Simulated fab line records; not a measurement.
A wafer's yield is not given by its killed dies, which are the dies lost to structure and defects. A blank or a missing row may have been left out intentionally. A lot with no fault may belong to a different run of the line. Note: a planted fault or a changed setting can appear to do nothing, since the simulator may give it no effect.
Chamber matching ; flow nand-harc ; ald-metal-01 running NHARC_A_CONTACT_ALD_18: 4 sister chambers
The step deposits TiN, target thk 3 nm, pulse time 1 s, ald cycles 150. 4 wafers are shown with their chamber, then 9 later ones without.

== EACH WAFER AND ITS CHAMBER ==
wafer;chamber;heater-power-w (W)
L086.5;0;1143
L087.2;1;998
L087.4;2;1007
L087.5;3;895

== WAFERS WHOSE CHAMBER IS MISSING ==
wafer;heater-power-w (W)
L092.1;1148
L092.2;973
L092.4;931
L096.4;895
L096.5;1189
L096.6;959
L097.1;1154
L097.4;972
L097.6;1055

== THE CHAMBER EACH PASSED THROUGH ==
wafer;from the rows above;in truth
L092.1;0;0
L092.2;can't be placed: 1 or 2 or 3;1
L092.4;can't be placed: 3 or 1 or 2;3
L096.4;3;3
L096.5;0;0
L096.6;can't be placed: 1 or 2 or 3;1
L097.1;0;0
L097.4;can't be placed: 1 or 2 or 3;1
L097.6;can't be placed: 2 or 1 or 0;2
Correctly placed: 4 of 9. These rows do not allow placing 5 (true chamber among the candidates in 5). Number placed wrongly: 0.
How it was worked out, from the rows above alone: a wafer's distance from a chamber is the root of the sum, over the readings, of the square of ((its reading less the chamber's mean) divided by the reading's scatter). The wafer belongs to the nearest chamber; if the next one is less than 2 further off, it can't be placed. A chamber's mean is the mean of its shown wafers. The scatter: with one shown wafer a chamber, the root of the mean of the squares of how far each hidden wafer lies from its nearest shown one.
